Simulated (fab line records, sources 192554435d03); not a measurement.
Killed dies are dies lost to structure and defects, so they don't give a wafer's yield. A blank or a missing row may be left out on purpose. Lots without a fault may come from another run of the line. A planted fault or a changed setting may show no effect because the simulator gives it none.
fab line records | flow n5_finfet
record lots=7 wafers=21 last_day=19
route steps=1938 shown BEOL_M14@1751
lots that met no fault: from a run of the same line without faults
start_h: hours from the record's first day to the start of the lot's first wafer shown | wait_h: hours since the lot's step before | " the same as in the row above | L1.1+2: a row that stands for several wafers | - no value, or no start given | * or withheld: withheld | < > ~ a bound
route shown NAME@n: a module of which the file shows steps, and the number in the route of the first | usual: mean/standard deviation of fault-free wafers | same: alike in all rows | chamber/n: place in a boat | sites: the reading at each site | _std_site: their standard deviation | _edge_site: outer sites' mean less inner sites' | radius_mm: how far each site lies from the wafer's centre | mask NAME#n: copy n | behind: the tool/chamber that last shaped the wafer | hold: why the lot was held/for how many hours/how that ended | device: the transistor (n, p or np) that didn't switch | end of line: the same wafers' tests at the end of the route | a step without rows: its recipe alone | killed: dies lost to structure and defects at the first sort, not the wafer's yield | map: a wafer's dies, x killed, . not, _ none there
set.NAME: the setting as run; set.NAME@STEP: as run at that earlier step | model.NAME: the simulator's own value behind a step, which no gauge read
lots at some steps of the route; a table a step, a row a wafer
services: from which hour (start_h, from the record's first day; less than 0 if before it) a tool's chamber was out of use, for how many hours, and why
## steps
# step N5_BEOL_M14_ETCH_68
# recipe chemistry=N2/H2 target=SOC mask_material=SiARC source_w=3000 bias_w=350 temp_c=40 time_s=450 ion_energy_ev=200 pressure_mtorr=30 n2_flow_sccm=200 h2_flow_sccm=200
# usual drypump_motor_current_A=5.9/0.38 oes_product_au=0.80/0.08 rf_vpp_V=525/3.5 showerhead_plenum_p_Torr=2.57/0.12 throttle_valve_pct=17.72/0.19
# columns lot.wafer tool chamber start_h wait_h drypump_motor_current_A oes_product_au rf_hours_counter_h rf_vpp_V showerhead_plenum_p_Torr throttle_valve_pct
L427.2 rie_diel-05 3 274.45 0.1 6.3 0.92 11 524 2.61 17.68
L427.3 " 1 " " 5.4 0.73 170 517 2.33 18.00
L427.4 " 1 " " 5.4 0.72 - 517 2.33 18.00
L430.1 rie_diel-02 1 279.25 0.1 5.5 0.77 120 528 2.66 17.69
L430.2 " 2 " " 6.4 0.92 23 521 2.49 17.67
L430.5 " 1 " " 5.5 0.77 - 527 2.66 17.69
L435.3 rie_diel-02 0 330.15 0.1 5.3 0.79 92 527 2.68 17.60
L435.4 " 3 " " 5.9 0.70 235 526 2.62 17.79
L435.6 " 0 " " 5.3 0.80 - 528 2.68 17.61
L437.2 rie_diel-05 0 335.27 0.1 5.5 0.72 213 525 2.62 17.69
L437.3 " 1 " " 5.4 0.71 190 519 2.32 18.04
L437.6 " 1 " " 5.4 0.71 - 517 2.32 18.03
L436.3 rie_diel-05 0 348.45 0.1 5.5 0.71 219 526 2.62 17.70
L436.4 " 0 " " 5.5 0.71 - 526 2.62 17.68
L436.5 " 2 " " 5.8 0.82 - 529 2.69 17.70
L447.4 rie_diel-02 1 414.30 0.1 5.5 0.73 - 528 2.64 17.78
L447.5 " 0 " " 5.3 0.75 - 527 2.66 17.67
L447.6 " 2 " " 6.4 0.84 - 522 2.47 17.75
L448.1 rie_diel-04 2 424.36 0.1 6.1 0.76 149 520 2.44 18.09
L448.3 " 3 " " 6.0 0.88 32 523 2.49 17.45
L448.5 " 3 " " 6.0 0.89 - 523 2.49 17.46
# step N5_BEOL_M14_STRIP_69
# recipe chemistry=N2/H2 temp_c=40 n2_flow_sccm=200 h2_flow_sccm=200 rf_frequency_hz=6e+07
# step N5_BEOL_M14_TRENCH_ETCH_34
# recipe chemistry=C4F8/O2/Ar target=SiO2 target_depth_a=5566.5 mask_material=SOC he_inner_torr=15 he_outer_torr=30 time_s=126.9 ion_energy_ev=800 pressure_mtorr=20 source_w=1905 bias_w=2040 Ar_flow_sccm=400 C4F8_flow_sccm=16 O2_flow_sccm=12
# usual drypump_motor_current_A=5.9/0.38 oes_product_au=0.80/0.08 rf_vpp_V=2230/13 showerhead_plenum_p_Torr=3.47/0.16 throttle_valve_pct=30.82/0.21
# columns lot.wafer tool chamber start_h wait_h drypump_motor_current_A oes_product_au rf_hours_counter_h rf_vpp_V showerhead_plenum_p_Torr throttle_valve_pct
L427.2 rie_diel-05 3 274.72 0.0 6.4 0.93 11 2218 3.51 30.81
L427.3 " 1 " " 5.4 0.73 171 2219 3.17 31.14
L427.4 " 1 " " 5.4 0.72 - 2218 3.17 31.12
L430.1 rie_diel-02 1 279.52 0.0 5.5 0.78 120 2246 3.60 30.97
L430.2 " 2 " " 6.4 0.92 23 2242 3.36 30.70
L430.5 " 1 " " 5.5 0.77 - 2245 3.60 30.98
L435.3 rie_diel-02 0 330.43 0.0 5.3 0.79 92 2222 3.60 30.75
L435.4 " 3 " " 5.9 0.69 236 2224 3.51 30.56
L435.6 " 0 " " 5.3 0.79 - 2221 3.60 30.74
L437.2 rie_diel-05 0 335.54 0.0 5.5 0.72 213 2245 3.53 30.62
L437.3 " 1 " " 5.4 0.71 190 2217 3.16 31.14
L437.6 " 1 " " 5.4 0.72 - 2218 3.16 31.15
L436.3 rie_diel-05 0 348.72 0.0 5.5 0.72 219 2245 3.52 30.65
L436.4 " 0 " " 5.6 0.71 - 2246 3.53 30.63
L436.5 " 2 " " 5.9 0.82 - 2249 3.63 30.90
L447.4 rie_diel-02 1 414.50 0.1 5.4 0.73 - 2245 3.58 31.01
L447.5 " 0 " " 5.3 0.75 - 2221 3.58 30.76
L447.6 " 2 " " 6.4 0.84 - 2238 3.33 30.76
L448.1 rie_diel-04 2 424.63 0.0 6.1 0.75 149 2219 3.31 31.21
L448.3 " 3 " " 6.0 0.88 32 2232 3.35 30.49
L448.5 " 3 " " 6.0 0.88 - 2233 3.35 30.51
# step N5_BEOL_M14_STRIP_70
# recipe chemistry=C4F8/O2/Ar resist=SiARC rf_frequency_hz=6e+07
# step N5_BEOL_M14_OCD_MEAS_35
# usual trench_depth_nm=558/7.9
# columns lot.wafer tool chamber start_h wait_h trench_depth_nm
L427.2 ocd-01 - 274.88 0.0 560
L427.3 " - " " 547
L427.4 " - " " 549
L430.1 ocd-01 - 279.67 0.0 552
L430.2 " - " " 561
L430.5 " - " " 551
L435.3 ocd-02 - 330.58 0.0 564
L435.4 " - " " 540
L435.6 " - " " 568
L437.2 ocd-02 - 335.70 0.0 548
L437.3 " - " " 547
L437.6 " - " " 543
L436.3 ocd-02 - 348.88 0.0 553
L436.4 " - " " 551
L436.5 " - " " 558
L447.4 ocd-02 - 414.60 0.0 545
L447.5 " - " " 557
L447.6 " - " " 558
L448.1 ocd-01 - 424.79 0.0 549
L448.3 " - " " 559
L448.5 " - " " 559
# step N5_BEOL_M14_STRIP_37
# recipe chemistry=O2 power_w=600 temp_c=60 pressure_mtorr=30 rf_frequency_hz=6e+07 bias_power_w=0 overash_fraction=0.3 o2_flow_sccm=225
# step N5_BEOL_M14_ETCH_38
# recipe chemistry=CF4/N2 target=SiCN target_depth_a=1065 taper_deg=2 time_s=120.6 ion_energy_ev=150 mask_material=SiO2 pressure_mtorr=40 source_w=430 bias_w=70 Ar_flow_sccm=100 cf4_flow_sccm=60 n2_flow_sccm=60
# usual drypump_motor_current_A=5.9/0.38 oes_product_au=0.81/0.079 rf_vpp_V=383.1/2.5 showerhead_plenum_p_Torr=2.24/0.096 throttle_valve_pct=15.35/0.22
# columns lot.wafer tool chamber start_h wait_h drypump_motor_current_A oes_product_au rf_hours_counter_h rf_vpp_V showerhead_plenum_p_Torr throttle_valve_pct
L427.2 rie_diel-05 2 - - 5.8 0.86 46 384.9 2.34 15.34
L427.3 " 1 " " 5.4 0.72 171 378.2 2.03 15.66
L427.4 " 1 " " 5.4 0.72 - 378.8 2.03 15.67
L430.1 rie_diel-04 2 - - 6.1 0.82 98 378.9 2.14 15.64
L430.2 " 0 " " 6.4 0.84 84 385.2 2.32 15.22
L430.5 " 2 " " 6.1 0.81 - 381.4 2.14 15.63
L435.3 rie_diel-04 0 - - 6.4 0.82 102 384.7 2.32 15.27
L435.4 " 2 " " 6.1 0.79 - 380.6 2.14 15.68
L435.6 " 1 " " 6.1 0.96 - 385.6 2.34 14.98
L437.2 rie_diel-05 2 - - 5.8 0.83 66 384.4 2.33 15.37
L437.3 " 0 " " 5.5 0.72 214 384.7 2.27 15.39
L437.6 " 2 " " 5.8 0.83 - 385.2 2.33 15.37
L436.3 rie_diel-02 0 - - 5.3 0.77 99 384.7 2.31 15.25
L436.4 " 2 " " 6.4 0.87 47 382.0 2.15 15.25
L436.5 " 3 " " 5.9 0.69 - 382.7 2.26 15.41
L447.4 rie_diel-02 2 - - 6.4 0.85 - 380.7 2.14 15.32
L447.5 " 0 " " 5.3 0.76 - 385.7 2.30 15.30
L447.6 " 1 " " 5.5 0.73 - 384.5 2.30 15.53
L448.1 rie_diel-04 2 - - 6.1 0.76 149 380.9 2.13 15.73
L448.3 " 1 " " 6.1 0.88 52 385.3 2.33 15.08
L448.5 " 1 " " 6.1 0.88 - 384.7 2.33 15.05
# step N5_BEOL_M14_PRECLEAN_39
# recipe chemistry=residue_remover time_s=60 temp_c=40
# step N5_BEOL_M14_SRD_40
# recipe time_s=30 temp_c=23 rinse_liquid=diw dry=n2_spin spin_rpm=1500 dry_time_s=30
# step N5_BEOL_M14_DEGAS_41
# recipe ambient=vacuum temp_c=300 time_s=60
# step N5_BEOL_M14_PRE_CLEAN_42
# recipe gas=H2/He time_s=30 temp_c=300
# usual heater_power_w=460/49
# columns lot.wafer tool chamber start_h wait_h heater_power_w
L427.2 pvd_sputter-02 - 275.23 0.0 511
L427.3 " - " " 410
L427.4 " - " " 555
L430.1 pvd_sputter-03 - 287.25 0.0 458
L430.2 " - " " 416
L430.5 " - " " 419
L435.3 pvd_sputter-02 - 330.99 0.0 556
L435.4 " - " " 403
L435.6 " - " " 496
L437.2 pvd_sputter-02 - 336.06 0.0 506
L437.3 " - " " 412
L437.6 " - " " 542
L436.3 pvd_sputter-02 - 350.91 0.0 457
L436.4 " - " " 410
L436.5 " - " " 548
L447.4 pvd_sputter-01 - 417.91 0.0 498
L447.5 " - " " 436
L447.6 " - " " 396
L448.1 pvd_sputter-01 - 425.21 0.0 506
L448.3 " - " " 440
L448.5 " - " " 453
# step N5_BEOL_M14_SPUTTER_43
# recipe material=TaN target_thk_a=150 temp_c=50 bias_v=168.6 power_w=15000 chamber_pressure_pa=0.12 time_s=24.19
# step N5_BEOL_M14_SPUTTER_44
# recipe material=Ta target_thk_a=150 temp_c=50 bias_v=80 power_w=15000 chamber_pressure_pa=0.07 time_s=24.19
# usual cathode_dc_power_W=15000/2.6 substrate_temp_c=50.01/0.11 throttle_valve_pct=30.0/1.2
# columns lot.wafer tool chamber start_h wait_h cathode_dc_power_W substrate_temp_c throttle_valve_pct model.Ta_of_BEOL_M14_SPUTTER_44.thk_nm
L427.2 pvd_sputter-02 - 275.35 0.0 14999 49.98 28.9 15
L427.3 " - " " 14999 49.86 29.1 14.8
L427.4 " - " " 15001 50.06 31.4 14.8
L430.1 pvd_sputter-03 - 287.37 0.0 14999 49.71 30.7 15
L430.2 " - " " 14995 49.76 30.6 15.2
L430.5 " - " " 14999 49.79 30.6 15.2
L435.3 pvd_sputter-02 - 331.11 0.0 10767 50.02 31.3 11
L435.4 " - " " 14999 50.06 29.3 15.2
L435.6 " - " " 15001 50.11 28.9 15.2
L437.2 pvd_sputter-02 - 336.18 0.0 15002 49.91 28.9 15.2
L437.3 " - " " 15001 50.03 29.4 15
L437.6 " - " " 10762 49.98 31.6 10.8
L436.3 pvd_sputter-02 - 351.03 0.0 15004 49.89 31.6 15
L436.4 " - " " 15002 49.98 29.3 14.8
L436.5 " - " " 10768 50.00 31.7 11
L447.4 pvd_sputter-01 - 418.03 0.0 15003 50.10 29.1 14.6
L447.5 " - " " 15001 50.05 30.7 14.6
L447.6 " - " " 15002 49.98 30.0 14.6
L448.1 pvd_sputter-01 - 425.33 0.0 14997 50.12 29.1 15.2
L448.3 " - " " 14998 50.09 30.9 15.2
L448.5 " - " " 14999 49.78 30.8 15
# step N5_BEOL_M14_SPUTTER_45
# recipe material=Cu target_thk_a=1000 temp_c=-20 bias_v=60 power_w=26000 chamber_pressure_pa=0.13 time_s=16.67
# step N5_BEOL_M14_ECD_47
# recipe material=Cu target_thk_a=12480
# step N5_BEOL_M14_ANNEAL_48
# recipe temp_c=225 time_s=90 ambient=N2
# usual wafer_temp_C_max=226.3/0.41
# columns lot.wafer tool chamber start_h wait_h wafer_temp_C_max
L427.2 rtp_anneal-01 0 275.78 0.2 226.1
L427.3 " 0 " " 226.0
L427.4 " 0 " " 226.5
L430.1 rtp_anneal-02 0 287.76 0.1 226.7
L430.2 " 0 " " 226.5
L430.5 " 0 " " 226.7
L435.3 rtp_anneal-01 0 333.28 1.9 226.0
L435.4 " 0 " " 225.8
L435.6 " 0 " " 226.1
L437.2 rtp_anneal-02 0 337.02 0.6 226.0
L437.3 " 0 " " 226.2
L437.6 " 0 " " 226.0
L436.3 rtp_anneal-01 0 351.56 0.2 225.8
L436.4 " 0 " " 226.2
L436.5 " 0 " " 226.0
L447.4 rtp_anneal-01 0 419.68 1.3 225.6
L447.5 " 0 " " 226.1
L447.6 " 0 " " 225.9
L448.1 rtp_anneal-02 0 426.33 0.8 226.5
L448.3 " 0 " " 227.0
L448.5 " 0 " " 226.1
# step N5_BEOL_M14_CMP_49
# recipe stop_on=SiO2 t_overpolish_s=5.2 down_force_psi=2 platen_rpm=80 clearing_platen_down_force_psi=2 clearing_platen_rpm=80 post_cmp_clean=cu_alkaline target_thk_nm=560 clearing_platen_pad_velocity_m_s=1.5917 pad_velocity_m_s=1.5917
# usual barrier_field_endpoint_s=11.36/0.23 motor_current_A=8.1/0.67 slurry_filter_dp_kPa=13.50/0.15
# columns lot.wafer tool chamber start_h wait_h barrier_field_endpoint_s motor_current_A slurry_filter_dp_kPa
L427.4 cmp-03 0 276.03 0.1 11.80 8.6 13.61
L427.3 " 2 " " 11.59 8.8 13.25
L427.2 " 3 " " 11.78 7.5 13.53
L430.2 cmp-04 0 288.09 0.2 11.38 8.2 13.52
L430.1 " 1 " " 11.24 8.3 13.61
L430.5 " 0 " " 11.27 7.7 13.68
L435.3 cmp-03 0 333.49 0.2 9.67 8.8 13.50
L435.4 " 1 " " 11.19 8.3 13.59
L435.6 " 1 " " 11.31 8.5 13.54
L437.3 cmp-01 1 337.54 0.3 11.59 9.1 13.53
L437.2 " 2 " " 11.43 7.6 13.54
L437.6 " 1 " " 9.95 9.0 13.63
L436.3 cmp-04 2 351.80 0.2 11.37 8.8 13.38
L436.4 " 0 " " 11.32 7.4 13.38
L436.5 " 2 " " 9.86 8.8 13.32
L447.4 cmp-03 3 419.92 0.2 10.68 8.0 13.56
L447.6 " 1 " " 10.73 8.3 13.36
L447.5 " 2 " " 11.29 8.9 13.56
L448.1 cmp-01 0 426.68 0.3 11.28 7.8 13.50
L448.3 " 2 " " 11.45 7.7 13.27
L448.5 " 0 " " 11.75 7.4 13.33
# step N5_BEOL_M14_THK_MEAS_50
# recipe thk_meas_gauge=xrf reads=Cu_of_BEOL_M14_ECD_47
# usual M14_THK=554/8.1
# columns lot.wafer tool chamber start_h wait_h M14_THK[nm]
L427.2 film_metro-01 - 276.33 - 566
L427.3 " - " " 552
L427.4 " - " " 552
L430.1 film_metro-01 - 288.35 - 549
L430.2 " - " " 556
L430.5 " - " " 548
L435.3 film_metro-01 - 333.79 - 556
L435.4 " - " " 529
L435.6 " - " " 558
L437.2 film_metro-01 - 337.80 - 551
L437.3 " - " " 549
L437.6 " - " " 550
L436.3 film_metro-02 - 352.06 - 546
L436.4 " - " " 549
L436.5 " - " " 558
L447.4 film_metro-01 - 420.14 - 539
L447.5 " - " " 553
L447.6 " - " " 554
L448.1 film_metro-01 - 426.94 - 544
L448.3 " - " " 558
L448.5 " - " " 556
## services
# columns tool chamber start_h hours kind
cmp-04 - 255.24 0.7 repair
rie_diel-05 0 267.67 7.6 repair
rie_diel-04 1 277.22 - clean
rie_diel-04 1 277.22 - consumable_replace:focus_ring
rie_diel-04 1 277.22 - consumable_replace:showerhead
rie_diel-04 1 277.22 13.6 scheduled_down
rie_diel-04 1 277.22 13.6 vent_cycle
cmp-03 - 297.74 5.6 repair
cmp-04 - 306.38 0.4 repair
cmp-04 - 314.71 4.0 pm
cmp-04 - 318.71 - consumable_replace:conditioner
rie_diel-02 3 321.37 8.5 repair
rie_diel-04 3 323.22 - clean
rie_diel-04 3 323.22 - consumable_replace:focus_ring
rie_diel-04 3 323.22 13.6 scheduled_down
rie_diel-04 3 323.22 13.6 vent_cycle
rtp_anneal-01 - 326.99 4.0 pm
rie_diel-05 3 337.33 15.2 repair
cmp-01 - 343.50 0.9 repair
rie_diel-02 1 356.92 13.5 repair
cmp-03 - 363.75 4.2 pm
rie_diel-04 0 404.31 19.7 repair
cmp-04 - 408.43 2.8 repair
pvd_sputter-01 - 415.17 1.8 repair
## key
first_sign step=N5_BEOL_M14_SPUTTER_44 reading=cathode_dc_power_W direction=down sigmas=99+ usual=* struck=*
effect step=N5_BEOL_M14_CMP_49 reading=barrier_field_endpoint_s direction=down sigmas=6.5 usual=11.36 struck=9.83
model_effect step=N5_BEOL_M14_SPUTTER_44 value=Ta_of_BEOL_M14_SPUTTER_44.thk_nm without=15.13 struck=10.93
met_at N5_BEOL_M14_SPUTTER_44
struck_wafers L435.3,L436.5,L437.6
onset_between 275.35 331.11
fault kind=process_parameter_drift tool=pvd_sputter-02 chamber=- onset_h=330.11 steps=N5_BEOL_M14_SPUTTER_44 channel=power_w offset=* shape=step end_h=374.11 acts_in=* stated=* scope=struck_wafers_only
